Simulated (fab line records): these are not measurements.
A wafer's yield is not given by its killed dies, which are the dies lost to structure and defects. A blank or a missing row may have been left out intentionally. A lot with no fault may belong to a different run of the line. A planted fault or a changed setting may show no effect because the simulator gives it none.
Which of the tools did it?    flow n5Finfet    32 wafers from 12 lots sampled at 5 of the route's 1938 steps

== WHAT THE GAUGES SHOWED, per wafer ==
Not one reading of a measure or inspect step in the record can be checked against a usual standard deviation.

== WHAT TOOL EACH LOT RAN ON (gives the tool, then ch and the chambers of the sampled wafers, and finally the start) ==
lot   N5_BEOL_M5_STRIP_36                N5_BEOL_M5_ANNEAL_49         N5_BEOL_M5_SPUTTER_81        N5_BEOL_M5_ANNEAL_82         N5_PASSIVATION_PROBE_49
L892  rieDiel-03 ch 0,3, day 14 03:36    pvdSputter-01, day 14 06:38  pvdSputter-01, day 14 07:38  pvdSputter-01, day 14 07:43  prober-02, day 18 05:03
L895  rieDiel-06 ch 0,1, day 14 09:46    pvdSputter-02, day 14 11:46  pvdSputter-02, day 14 12:46  pvdSputter-02, day 14 12:51  prober-01, day 18 12:34
L894  rieDiel-02 ch 2,3, day 14 16:28    pvdSputter-01, day 14 18:48  pvdSputter-01, day 14 19:49  pvdSputter-01, day 14 19:53  -
L899  rieDiel-02 ch 0,2,3, day 15 14:16  pvdSputter-01, day 15 16:24  pvdSputter-01, day 15 17:24  pvdSputter-01, day 15 17:29  prober-01, day 19 18:23
L901  rieDiel-03 ch 0,2, day 15 17:02    pvdSputter-03, day 15 18:48  pvdSputter-03, day 15 19:49  pvdSputter-03, day 15 19:53  -
L898  rieDiel-06 ch 0,1, day 15 23:13    pvdSputter-02, day 16 01:32  pvdSputter-02, day 16 02:04  pvdSputter-02, day 16 02:37  prober-02, day 20 06:20
L897  rieDiel-06 ch 0,1,2, day 16 01:23  pvdSputter-01, day 16 03:02  pvdSputter-01, day 16 04:03  pvdSputter-01, day 16 04:08  prober-01, day 19 22:28
L900  rieDiel-06 ch 0,1, day 16 06:55    pvdSputter-01, day 16 09:02  pvdSputter-01, day 16 10:02  pvdSputter-01, day 16 10:07  prober-01, day 20 00:59
L903  rieDiel-03 ch 0,3, day 17 00:16    pvdSputter-01, day 17 01:59  pvdSputter-01, day 17 02:59  pvdSputter-01, day 17 03:04  -
L905  rieDiel-06 ch 1,2, day 17 07:14    pvdSputter-02, day 17 10:14  pvdSputter-02, day 17 11:14  pvdSputter-02, day 17 11:19  -
L906  rieDiel-06 ch 0,1, day 17 11:36    pvdSputter-03, day 17 13:48  pvdSputter-03, day 17 14:48  pvdSputter-03, day 17 14:53  -
L907  rieDiel-03 ch 1,2,3, day 17 23:19  pvdSputter-01, day 18 02:17  pvdSputter-01, day 18 03:18  pvdSputter-01, day 18 03:23  prober-01, day 22 06:07
- N5_BEOL_M5_STRIP_36: strips in N2/H2.
- N5_BEOL_M5_ANNEAL_49: time 1800 s.
- N5_BEOL_M5_SPUTTER_81: material Cu, target thk 15 nm, time 27.62 s.
- N5_BEOL_M5_ANNEAL_82: time 1800 s.
- N5_PASSIVATION_PROBE_49

== WHAT THE TOOLS THEMSELVES READ (means of the sampled wafers that have a number; where no wafer has one, the mark that the record gives instead) ==
N5_BEOL_M5_STRIP_36. Usual: drypumpMotorCurrentA 5.7 A, standard deviation 0.4; oesProductAu 0.79 a.u., standard deviation 0.087; rfVppV 59.3 V, standard deviation 1.4; showerheadPlenumPTorr 2.52 Torr, standard deviation 0.1; throttleValvePct 23.5 %, standard deviation 0.35.
lot   tool        drypumpMotorCurrentA (A)  oesProductAu (a.u.)  rfVppV (V)  showerheadPlenumPTorr (Torr)  throttleValvePct (%)  flag
L892  rieDiel-03  5.6                       0.83                 59.4        2.49                          23.3                  
L895  rieDiel-06  5.7                       0.79                 59.3        2.42                          23.5                  
L894  rieDiel-02  5.7                       0.71                 58.3        2.50                          23.7                  
L899  rieDiel-02  5.7                       0.74                 59.8        2.50                          23.6                  
L901  rieDiel-03  5.6                       0.76                 58.7        2.44                          23.4                  
L898  rieDiel-06  5.7                       0.80                 60.0        2.42                          23.4                  
L897  rieDiel-06  5.7                       0.76                 59.4        2.49                          23.4                  
L900  rieDiel-06  5.7                       0.80                 60.5        2.42                          23.4                  
L903  rieDiel-03  5.8                       0.76                 58.6        2.48                          23.4                  
L905  rieDiel-06  5.7                       0.69                 59.6        2.54                          23.4                  
L906  rieDiel-06  5.7                       0.77                 56.9        2.41                          23.6                  
L907  rieDiel-03  6.1                       0.85                 60.1        2.60                          23.2                  

N5_BEOL_M5_ANNEAL_49. Usual: heaterPowerW 819 W, standard deviation 110; susceptorTempC 400.03 C, standard deviation 0.22.
lot   tool           heaterPowerW (W)  susceptorTempC (C)  flag
L892  pvdSputter-01  -                 -                   OFF
L895  pvdSputter-02  -                 -                   OFF
L894  pvdSputter-01  -                 -                   OFF
L899  pvdSputter-01  741               399.96              
L901  pvdSputter-03  786               400.04              
L898  pvdSputter-02  782               400.22              
L897  pvdSputter-01  925               400.12              
L900  pvdSputter-01  741               399.97              
L903  pvdSputter-01  973               399.98              
L905  pvdSputter-02  816               399.86              
L906  pvdSputter-03  835               399.98              
L907  pvdSputter-01  834               400.18              

N5_BEOL_M5_SPUTTER_81. Usual: throttleValvePct 30.3 %, standard deviation 1.2.
lot   tool           throttleValvePct (%)  flag
L892  pvdSputter-01  29.9                  
L895  pvdSputter-02  30.0                  
L894  pvdSputter-01  29.6                  
L899  pvdSputter-01  30.0                  
L901  pvdSputter-03  28.9                  
L898  pvdSputter-02  30.3                  
L897  pvdSputter-01  31.8                  
L900  pvdSputter-01  30.9                  
L903  pvdSputter-01  31.9                  
L905  pvdSputter-02  30.1                  
L906  pvdSputter-03  30.7                  
L907  pvdSputter-01  31.8                  

N5_BEOL_M5_ANNEAL_82. Usual: heaterPowerW 821 W, standard deviation 120; susceptorTempC 399.99 C, standard deviation 0.26.
lot   tool           heaterPowerW (W)  susceptorTempC (C)  flag
L892  pvdSputter-01  850               400.10              
L895  pvdSputter-02  734               400.05              
L894  pvdSputter-01  714               399.98              
L899  pvdSputter-01  749               400.05              
L901  pvdSputter-03  780               399.61              
L898  pvdSputter-02  772               400.12              
L897  pvdSputter-01  927               400.30              
L900  pvdSputter-01  730               399.98              
L903  pvdSputter-01  1010              399.73              
L905  pvdSputter-02  817               399.88              
L906  pvdSputter-03  833               399.90              
L907  pvdSputter-01  829               400.00              

N5_PASSIVATION_PROBE_49. Usual: defectLimitedYield 91.1 %, standard deviation 1.4; killed_at_M0_to_M3 34, standard deviation 9.6; killed_at_M4_up 15, standard deviation 5.3; killedAtContacts 12, standard deviation 6.1; killedAtFrontEnd 40, standard deviation 11; killedAtOther 3.5, standard deviation 2.8; killedDies 105, standard deviation 17; killedOpen 70, standard deviation 12; killedShort 34, standard deviation 7.7; sort_bin_4_leakage 0.01 %, standard deviation 0.07; sort_bin_5_function 5.2 %, standard deviation 0.97; sort_bin_6_memory 3.4 %, standard deviation 0.62; sortNPass 1075, standard deviation 17; sortYieldPct 91.1 %, standard deviation 1.4.
lot   tool       defectLimitedYield (%)  killed_at_M0_to_M3  killed_at_M4_up  killedAtContacts  killedAtFrontEnd  killedAtOther  killedDies  killedOpen  killedShort  sort_bin_4_leakage (%)  sort_bin_5_function (%)  sort_bin_6_memory (%)  sortNPass  sortYieldPct (%)  flag
L892  prober-02  91.0                    32                  12               15                45                2.3            106         71          34           0.00                    5.2                      3.6                    1074       91.0              
L895  prober-01  92.0                    24                  19               7                 40                3.7            95          62          33           0.00                    5.0                      2.7                    1085       92.0              
L899  prober-01  90.9                    34                  18               13                41                1.0            107         71          34           0.00                    5.4                      3.4                    1073       90.9              
L898  prober-02  89.0                    42                  28               7                 53                1.0            130         94          33           0.04                    7.1                      3.5                    1050       88.9              
L897  prober-01  89.9                    44                  16               22                36                1.0            119         85          33           0.00                    6.0                      4.0                    1061       89.9              
L900  prober-01  91.7                    30                  14               10                38                6.0            98          58          40           0.00                    5.1                      3.1                    1082       91.7              
L907  prober-01  93.1                    26                  12               8                 30                6.3            82          54          26           0.00                    3.9                      2.7                    1098       93.1              

== THE ANSWER, worked out from the rows above alone ==
Rule: take the mean of a lot's wafers that have a number; if it is more than 3 standard deviations from the usual mean, the lot is off. Also off: a lot with no number at a reading for which 4 or more lots have one. Any other lot the step has rows for is counted as sound. First the gauges in route order, then the tools' own readings, where a lot's mean is used as printed above. At the first step where some lot is off, the reading lying furthest off is the one used; lots without a number count as furthest.
Off at N5_BEOL_M5_ANNEAL_49 (heaterPowerW): L892, L895, L894. Without a number there: L892, L895, L894.
If a tool, at that step or one of the process steps before it, ran each lot that is off and ran no sound lot following the first of them, it fits. None of those tried fits.

== WHAT WAS PUT IN BY THE SIMULATOR ==
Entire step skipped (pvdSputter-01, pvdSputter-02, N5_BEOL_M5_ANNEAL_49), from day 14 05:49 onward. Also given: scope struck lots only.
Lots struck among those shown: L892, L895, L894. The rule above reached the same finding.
